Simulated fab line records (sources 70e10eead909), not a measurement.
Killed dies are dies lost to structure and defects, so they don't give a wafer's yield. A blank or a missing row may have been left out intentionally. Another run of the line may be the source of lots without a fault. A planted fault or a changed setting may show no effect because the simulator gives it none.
fab line records + flow nand-harc
[record]
- lots = 6
- wafers = 18
- last-day = 31
route steps=1302 shown A_ZERO_WELL@406 A_SOURCE_PLATE@413 END@1302
lots that met no fault: from a run of the same line without faults
start-h: hours from the record's first day to the start of the lot's first wafer shown + wait-h: how many hours have passed since the lot's step before this one + " as in the row above + L1.1+2: a single row standing in for several wafers + - value missing, or start not given + * or withheld: withheld + < > ~ a bound
route shown NAME@n: a module of which the file shows steps, and the number in the route of the first + usual: the fault-free wafers' mean and standard deviation + same: alike in all rows + chamber/n: place in a boat + sites: each site's reading + _std_site: how widely they spread, as a standard deviation + _edge_site: the outer-site mean with the inner-site mean subtracted + radius-mm: for every site, how far away it sits from the centre of the wafer + mask NAME#n: copy n + behind: the last tool/chamber to shape the wafer + hold: why the lot was held/for how many hours/how that ended + device: the transistor (n, p or np) that didn't switch + end of line: the tests these same wafers got at the end of their route + for a step that has no rows: nothing shown but its recipe + killed: dies lost to structure and defects at the first sort, not the wafer's yield + map: the dies of a wafer, with x for killed, . for not killed, _ for no die there
set.NAME: the setting as run; set.NAME@STEP: as run at that earlier step + model.NAME: the simulator's own value behind a step, which no gauge read
certain route steps with their lots: each step a table, each wafer a row
services: a tool's chamber out of use, with start hour (start-h, from the record's first day; less than 0 if before it), hours out, and reason
[[steps]]
[step NHARC_A_ZERO_WELL_STRIP_14]
[recipe]
- time-s = 900
- temp-c = 130
- chemistry = SPM
[step NHARC_A_ZERO_WELL_IMPLANT_15]
[recipe]
- energy-kev = 150
- dose-cm2 = 1e+13
- tilt-deg = 7
[step NHARC_A_ZERO_WELL_PRECLEAN_22]
[recipe]
- time-s = 60
- temp-c = 50
- bath-age-min = 0
- chemistry = SC1
[step NHARC_A_ZERO_WELL_SRD_23]
[step NHARC_A_ZERO_WELL_RTA_16]
[recipe]
- temp-c = 1000
- time-s = 10
[usual]
- lamp-power-pct = 29.0/2.9
- wafer_temp_C_max = 1005.8/1.2
| lot.wafer | tool          | chamber | start-h | wait-h | lamp-power-pct | wafer_temp_C_max |
|-----------|---------------|---------|---------|--------|----------------|------------------|
| L926.1    | rtp-anneal-02 | 0       | 146.11  | -      | 26.1           | 1005.4           |
| L926.2    | "             | 0       | "       | "      | 26.0           | 1007.0           |
| L926.3    | "             | 0       | "       | "      | 26.0           | 1005.9           |
| L929.1    | rtp-anneal-02 | 0       | 166.62  | -      | 26.1           | 1007.7           |
| L929.3    | "             | 0       | "       | "      | 26.1           | 1006.6           |
| L929.6    | "             | 0       | "       | "      | 26.0           | 1005.5           |
| L930.2    | rtp-anneal-01 | 0       | 180.62  | -      | 31.9           | 1005.0           |
| L930.3    | "             | 0       | "       | "      | 31.9           | 1004.2           |
| L930.6    | "             | 0       | "       | "      | 31.9           | 1006.2           |
| L936.1    | rtp-anneal-02 | 0       | 244.07  | -      | 26.0           | 1005.8           |
| L936.4    | "             | 0       | "       | "      | 26.0           | 1006.9           |
| L936.5    | "             | 0       | "       | "      | 26.0           | 1007.5           |
| L941.1    | rtp-anneal-02 | 0       | 299.84  | -      | 26.0           | 1005.2           |
| L941.3    | "             | 0       | "       | "      | 26.0           | 1006.1           |
| L941.5    | "             | 0       | "       | "      | 26.1           | 1007.4           |
| L944.1    | rtp-anneal-01 | 0       | 328.51  | -      | 31.9           | 1004.8           |
| L944.2    | "             | 0       | "       | "      | 31.9           | 1004.9           |
| L944.6    | "             | 0       | "       | "      | 31.9           | 1004.1           |
[step NHARC_A_ZERO_WELL_INSPECT_17]
[usual]
- raw-defect-count = 10/5.2
| lot.wafer | tool              | chamber | start-h | wait-h | raw-defect-count |
|-----------|-------------------|---------|---------|--------|------------------|
| L926.1    | defect-inspect-01 | -       | 146.30  | 0.2    | 12               |
| L926.2    | "                 | -       | "       | "      | 13               |
| L926.3    | "                 | -       | "       | "      | 6                |
| L929.1    | defect-inspect-02 | -       | 166.82  | 0.2    | 20               |
| L929.3    | "                 | -       | "       | "      | 8                |
| L929.6    | "                 | -       | "       | "      | 13               |
| L930.2    | defect-inspect-02 | -       | 180.79  | 0.1    | 7                |
| L930.3    | "                 | -       | "       | "      | 8                |
| L930.6    | "                 | -       | "       | "      | 12               |
| L936.1    | defect-inspect-01 | -       | 244.26  | 0.2    | 6                |
| L936.4    | "                 | -       | "       | "      | 4                |
| L936.5    | "                 | -       | "       | "      | 5                |
| L941.1    | defect-inspect-02 | -       | 300.04  | 0.2    | 6                |
| L941.3    | "                 | -       | "       | "      | 10               |
| L941.5    | "                 | -       | "       | "      | 13               |
| L944.1    | defect-inspect-01 | -       | 328.71  | 0.2    | 18               |
| L944.2    | "                 | -       | "       | "      | 25               |
| L944.6    | "                 | -       | "       | "      | 7                |
[step NHARC_A_SOURCE_PLATE_PRECLEAN_00]
[recipe]
- time-s = 60
- chemistry = HF-LAST
[step NHARC_A_SOURCE_PLATE_SRD_01]
[step NHARC_A_SOURCE_PLATE_OXIDE_02]
[recipe]
- target-thk-a = 100
- temp-c = 900
- ox-time-s = 1362
- material = SiO2
[step NHARC_A_SOURCE_PLATE_THK_MEAS_09]
[recipe]
- thk-meas-gauge = ellipsometry
[usual]
- thk-nm = 9.7/0.98
| lot.wafer | tool          | chamber | start-h | wait-h | thk-nm |
|-----------|---------------|---------|---------|--------|--------|
| L926.1    | film-metro-01 | -       | 154.16  | 0.4    | 9.5    |
| L926.2    | "             | -       | "       | "      | 10.8   |
| L926.3    | "             | -       | "       | "      | 10.0   |
| L929.1    | film-metro-02 | -       | 176.82  | 0.4    | 8.8    |
| L929.3    | "             | -       | "       | "      | 8.9    |
| L929.6    | "             | -       | "       | "      | 8.1    |
| L930.2    | film-metro-01 | -       | 188.10  | 0.4    | 10.2   |
| L930.3    | "             | -       | "       | "      | 9.5    |
| L930.6    | "             | -       | "       | "      | 10.6   |
| L936.1    | film-metro-02 | -       | 251.06  | 0.4    | 10.0   |
| L936.4    | "             | -       | "       | "      | 9.8    |
| L936.5    | "             | -       | "       | "      | 10.2   |
| L941.1    | film-metro-01 | -       | 305.78  | 0.4    | 10.0   |
| L941.3    | "             | -       | "       | "      | 10.3   |
| L941.5    | "             | -       | "       | "      | 9.1    |
| L944.1    | film-metro-02 | -       | 335.98  | 0.4    | 9.1    |
| L944.2    | "             | -       | "       | "      | 9.1    |
| L944.6    | "             | -       | "       | "      | 9.1    |
[step NHARC_A_SOURCE_PLATE_PVD_04]
[recipe]
- target-thk-a = 500
- material = WSi2
[step NHARC_A_SOURCE_PLATE_CVD_03]
[recipe]
- target-thk-a = 2000
- temp-c = 620
- pressure-mtorr = 200
- time-s = 4000
- material = poly-Si
[usual]
- spike-tc-bottom-C = 641.2/2.2
- spike-tc-centre-C = 621.2/1.3
- spike-tc-lower-C = 620.3/0.94
- spike-tc-top-C = 637.7/1.4
- spike-tc-upper-C = 620.1/1.3
| lot.wafer | tool          | chamber | start-h | wait-h | spike-tc-bottom-C | spike-tc-centre-C | spike-tc-lower-C | spike-tc-top-C | spike-tc-upper-C |
|-----------|---------------|---------|---------|--------|-------------------|-------------------|------------------|----------------|------------------|
| L926.1    | lpcvd-poly-04 | 0       | 156.66  | -      | 638.7             | 618.4             | 621.2            | 639.4          | 616.7            |
| L926.2    | "             | 0       | "       | "      | 637.0             | 621.0             | 619.0            | 639.3          | 620.1            |
| L926.3    | "             | 0       | "       | "      | 636.0             | 619.8             | 620.3            | 639.5          | 619.5            |
| L929.1    | lpcvd-poly-01 | 0       | 179.39  | -      | 659.3             | 638.7             | 638.4            | 655.8          | 636.6            |
| L929.3    | "             | 0       | "       | "      | 659.6             | 637.9             | 638.0            | 655.2          | 637.6            |
| L929.6    | "             | 0       | "       | "      | 659.0             | 638.5             | 637.2            | 656.7          | 637.1            |
| L930.2    | lpcvd-poly-01 | 0       | 190.68  | -      | 661.2             | 637.3             | 638.3            | 655.4          | 638.1            |
| L930.3    | "             | 0       | "       | "      | 659.8             | 638.2             | 637.8            | 656.0          | 637.0            |
| L930.6    | "             | 0       | "       | "      | 660.5             | 638.0             | 637.8            | 654.2          | 636.9            |
| L936.1    | lpcvd-poly-01 | 0       | 253.63  | -      | 644.0             | 621.9             | 621.4            | 637.2          | 620.3            |
| L936.4    | "             | 0       | "       | "      | 642.5             | 622.5             | 621.6            | 636.7          | 622.4            |
| L936.5    | "             | 0       | "       | "      | 642.4             | 621.8             | 618.4            | 639.3          | 621.4            |
| L941.1    | lpcvd-poly-01 | 0       | 308.36  | -      | 642.5             | 622.5             | 619.9            | 639.2          | 621.5            |
| L941.3    | "             | 0       | "       | "      | 641.1             | 622.1             | 619.5            | 637.7          | 620.4            |
| L941.5    | "             | 0       | "       | "      | 642.9             | 621.2             | 620.5            | 638.3          | 621.5            |
| L944.1    | lpcvd-poly-01 | 0       | 338.56  | -      | 642.8             | 621.5             | 620.3            | 637.5          | 622.4            |
| L944.2    | "             | 0       | "       | "      | 643.3             | 622.3             | 621.2            | 637.3          | 621.3            |
| L944.6    | "             | 0       | "       | "      | 642.6             | 622.7             | 620.6            | 637.9          | 620.3            |
[step NHARC_A_SOURCE_PLATE_ANNEAL_05]
[recipe]
- temp-c = 850
- time-s = 1800
[step NHARC_A_SOURCE_PLATE_THK_MEAS_06]
[recipe]
- thk-meas-gauge = ellipsometry
[usual]
- thk-nm = 199.0/2.4
| lot.wafer | tool          | chamber | start-h | wait-h | thk-nm |
|-----------|---------------|---------|---------|--------|--------|
| L926.1    | film-metro-02 | -       | 166.66  | 0.4    | 201.1  |
| L926.2    | "             | -       | "       | "      | 198.4  |
| L926.3    | "             | -       | "       | "      | 200.9  |
| L929.1    | film-metro-02 | -       | 190.49  | 0.4    | 294.7  |
| L929.3    | "             | -       | "       | "      | 296.4  |
| L929.6    | "             | -       | "       | "      | 293.4  |
| L930.2    | film-metro-01 | -       | 200.70  | 0.4    | 293.4  |
| L930.3    | "             | -       | "       | "      | 294.0  |
| L930.6    | "             | -       | "       | "      | 292.2  |
| L936.1    | film-metro-02 | -       | 264.08  | 0.4    | 200.1  |
| L936.4    | "             | -       | "       | "      | 198.9  |
| L936.5    | "             | -       | "       | "      | 199.2  |
| L941.1    | film-metro-02 | -       | 322.07  | 0.4    | 199.6  |
| L941.3    | "             | -       | "       | "      | 199.9  |
| L941.5    | "             | -       | "       | "      | 199.3  |
| L944.1    | film-metro-01 | -       | 348.44  | 0.4    | 199.6  |
| L944.2    | "             | -       | "       | "      | 198.5  |
| L944.6    | "             | -       | "       | "      | 201.2  |
[step NHARC_END_SORT_01]
[recipe]
- temp-c = 25
[usual]
- killed-at-array = 52/18
- killed-at-other = 0.6/1.1
- killed-at-periphery = 3.7/2.4
- killed-dies = 57/19
- killed-open = 3.1/1.7
- killed-short = 2.5/1.7
[same]
- gross-dies = 677
| lot.wafer | tool      | chamber | start-h | wait-h | killed-at-array | killed-at-other | killed-at-periphery | killed-dies | killed-open | killed-short |
|-----------|-----------|---------|---------|--------|-----------------|-----------------|---------------------|-------------|-------------|--------------|
| L926.1    | prober-01 | 0       | 584.73  | 2.5    | 51              | 0               | 2                   | 53          | 2           | 2            |
| L926.2    | prober-01 | 0       | 585.53  | 2.8    | 47              | 0               | 2                   | 49          | 2           | 6            |
| L926.3    | prober-01 | 0       | 586.33  | 3.1    | 41              | 0               | 4                   | 45          | 4           | 3            |
| L929.1    | prober-01 | 0       | 592.51  | 2.5    | 29              | 1               | 1                   | 31          | 3           | 2            |
| L929.3    | prober-01 | 0       | 594.10  | 3.1    | 26              | 0               | 2                   | 28          | 3           | 5            |
| L929.6    | prober-01 | 0       | 596.49  | 4.0    | 30              | 0               | 4                   | 34          | 2           | 2            |
| L930.2    | prober-01 | 0       | 601.11  | 2.8    | 80              | 2               | 2                   | 84          | 1           | 3            |
| L930.3    | prober-01 | 0       | 601.91  | 3.1    | 67              | 0               | 1                   | 68          | 2           | 1            |
| L930.6    | prober-01 | 0       | 604.33  | 4.0    | 81              | 5               | 1                   | 87          | 1           | 0            |
| L941.1    | prober-02 | 0       | 733.11  | 2.5    | 28              | 2               | 4                   | 34          | 2           | 1            |
| L941.3    | prober-02 | 0       | 734.71  | 3.1    | 41              | 0               | 3                   | 44          | 5           | 4            |
| L941.5    | prober-02 | 0       | 736.30  | 3.7    | 32              | 1               | 7                   | 40          | 3           | 4            |
| L944.1    | prober-02 | 0       | 750.45  | 2.5    | 61              | 0               | 7                   | 68          | 3           | 5            |
| L944.2    | prober-02 | 0       | 751.24  | 2.8    | 59              | 0               | 5                   | 64          | 1           | 3            |
| L944.6    | prober-02 | 0       | 754.41  | 4.0    | 62              | 1               | 8                   | 71          | 4           | 5            |
// killed by level:class
L926.1 A_SLIT:chamber-film-flake=26 A_STAIRCASE:chamber-film-flake=8 A_CHANNEL_HOLE_D2:chamber-film-flake=7 A_CONTACT:chamber-film-flake=4 P_M1:geometric-particle:open=1 A_CHANNEL_HOLE_D1:geometric-particle:open=1 A_ONON_D2:geometric-particle:short=1 A_WL_FILL:geometric-particle:short=1
L926.2 A_SLIT:chamber-film-flake=27 A_CHANNEL_HOLE_D2:chamber-film-flake=5 A_CHANNEL_FILL_D1:geometric-particle:short=3 A_STAIRCASE:chamber-film-flake=3 A_CONTACT:chamber-film-flake=3 P_M0:geometric-particle:short=1 A_SOURCE_PLATE:geometric-particle:open=1 A_ONON_D2:geometric-particle:open=1
L926.3 A_SLIT:chamber-film-flake=20 A_CHANNEL_HOLE_D2:chamber-film-flake=6 A_STAIRCASE:chamber-film-flake=3 A_CONTACT:chamber-film-flake=3 A_M0:geometric-particle:open=2 P_ZERO_WELL:chamber-film-flake=2 A_CHANNEL_HOLE_D1:chamber-film-flake=2 P_M0:geometric-particle:open=1
L929.1 A_CHANNEL_HOLE_D2:chamber-film-flake=9 A_CHANNEL_HOLE_D1:chamber-film-flake=7 A_SGD_CUT:chamber-film-flake=4 A_CONTACT:chamber-film-flake=3 A_CHANNEL_FILL_D2:geometric-particle:short=2 A_CHANNEL_FILL_D2:geometric-particle:open=1 A_M0:geometric-particle:open=1 THIN_TSV:geometric-particle:open=1
L929.3 A_CHANNEL_HOLE_D1:chamber-film-flake=5 A_CONTACT:chamber-film-flake=5 A_CHANNEL_HOLE_D2:chamber-film-flake=4 A_SGD_CUT:chamber-film-flake=4 A_CHANNEL_FILL_D1:geometric-particle:short=3 A_STAIRCASE:chamber-film-flake=2 P_GATE:geometric-particle:short=1 P_CONTACT:geometric-particle:short=1
L929.6 A_CHANNEL_HOLE_D2:chamber-film-flake=8 A_CHANNEL_HOLE_D1:chamber-film-flake=6 A_CONTACT:chamber-film-flake=6 P_ZERO_WELL:chamber-film-flake=4 A_STAIRCASE:chamber-film-flake=4 A_SGD_CUT:chamber-film-flake=2 A_CHANNEL_HOLE_D1:geometric-particle:open=1 A_CHANNEL_HOLE_D2:geometric-particle:short=1
L930.2 A_CHANNEL_HOLE_D2:chamber-film-flake=28 A_CHANNEL_HOLE_D1:chamber-film-flake=20 A_SLIT:chamber-film-flake=17 A_STAIRCASE:chamber-film-flake=5 A_WL_FILL:chamber-film-flake=3 A_CHANNEL_FILL_D1:geometric-particle:short=2 P_GATE:chamber-film-flake=2 THIN_TSV:chamber-film-flake=2
L930.3 A_SLIT:chamber-film-flake=26 A_CHANNEL_HOLE_D1:chamber-film-flake=15 A_CHANNEL_HOLE_D2:chamber-film-flake=14 A_CONTACT:chamber-film-flake=5 A_STAIRCASE:chamber-film-flake=2 A_ONON_D1:geometric-particle:short=1 A_ONON_D1:geometric-particle:open=1 A_BLC:geometric-particle:open=1
L930.6 A_SLIT:chamber-film-flake=27 A_CHANNEL_HOLE_D1:chamber-film-flake=21 A_CHANNEL_HOLE_D2:chamber-film-flake=18 A_CONTACT:chamber-film-flake=10 HYBRID_BOND:chamber-film-flake=3 A_STAIRCASE:chamber-film-flake=2 THIN_TSV:chamber-film-flake=2 A_BLC:geometric-particle:open=1
L941.1 A_CHANNEL_HOLE_D1:chamber-film-flake=13 A_SLIT:chamber-film-flake=5 A_STAIRCASE:chamber-film-flake=3 A_CONTACT:chamber-film-flake=3 THIN_TSV:chamber-film-flake=2 P_GATE:chamber-film-flake=2 P_M2:chamber-film-flake=2 A_CHANNEL_FILL_D1:geometric-particle:open=1
L941.3 A_CHANNEL_HOLE_D1:chamber-film-flake=13 A_CONTACT:chamber-film-flake=8 A_SLIT:chamber-film-flake=7 A_DECK1_JOINT:geometric-particle:short=2 P_M2:chamber-film-flake=2 A_STAIRCASE:chamber-film-flake=2 A_WL_FILL:chamber-film-flake=2 A_SOURCE_PLATE:geometric-particle:short=1
L941.5 A_CHANNEL_HOLE_D1:chamber-film-flake=12 A_SLIT:chamber-film-flake=6 P_GATE:chamber-film-flake=4 A_CONTACT:chamber-film-flake=4 A_STAIRCASE:chamber-film-flake=3 P_ZERO_WELL:chamber-film-flake=2 P_STI:geometric-particle:short=1 A_ONON_D1:geometric-particle:open=1
L944.1 A_SLIT:chamber-film-flake=22 A_CHANNEL_HOLE_D2:chamber-film-flake=17 A_CHANNEL_HOLE_D1:chamber-film-flake=11 P_M0:geometric-particle:open=2 P_GATE:chamber-film-flake=2 P_M2:chamber-film-flake=2 A_CONTACT:chamber-film-flake=2 P_CONTACT:geometric-particle:open=1
L944.2 A_SLIT:chamber-film-flake=21 A_CHANNEL_HOLE_D2:chamber-film-flake=19 A_CHANNEL_HOLE_D1:chamber-film-flake=12 P_M2:chamber-film-flake=3 P_GATE:chamber-film-flake=2 A_SOURCE_PLATE:geometric-particle:short=1 A_ONON_D2:geometric-particle:short=1 A_WL_FILL:geometric-particle:short=1
L944.6 A_SLIT:chamber-film-flake=29 A_CHANNEL_HOLE_D2:chamber-film-flake=15 A_CHANNEL_HOLE_D1:chamber-film-flake=6 P_GATE:chamber-film-flake=5 A_CHANNEL_FILL_D1:geometric-particle:short=3 A_CHANNEL_FILL_D2:chamber-film-flake=3 P_M2:chamber-film-flake=2 A_DECK1_JOINT:chamber-film-flake=2
[[services]]
| tool          | chamber | start-h | hours | kind   |
|---------------|---------|---------|-------|--------|
| lpcvd-poly-01 | -       | 292.47  | 14.1  | repair |
[[key]]
[first-sign]
- step = NHARC_A_SOURCE_PLATE_CVD_03
- reading = spike-tc-lower-C
- direction = up
- sigmas = 19
- usual = 620.3
- struck = 637.9
[effect]
- step = NHARC_A_SOURCE_PLATE_CVD_03
- reading = spike-tc-upper-C
- direction = up
- sigmas = 13
- usual = 620.1
- struck = 637.2
[effect]
- step = NHARC_A_SOURCE_PLATE_THK_MEAS_06
- reading = thk-nm
- direction = up
- sigmas = 40
- usual = 199.0
- struck = 294.0
met-at NHARC_A_SOURCE_PLATE_CVD_03
struck-wafers L929.1,L929.3,L929.6,L930.2,L930.3,L930.6
tester-left-out L929,L930
[fault]
- kind = process-parameter-drift
- tool = lpcvd-poly-01
- chamber = -
- onset-h = 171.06
- steps = NHARC_A_SOURCE_PLATE_CVD_03
- channel = temp-c
- offset = *
- shape = step
- end-h = 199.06
- acts-in = *
- stated = *
// tester-left-out: of these lots the tester's yield and bins aren't shown, on N5 and GAA mostly nor the transistor test; their killed dies are dies lost to structure and defects alone, not to doping, threshold or leakage, so they don't give the yield
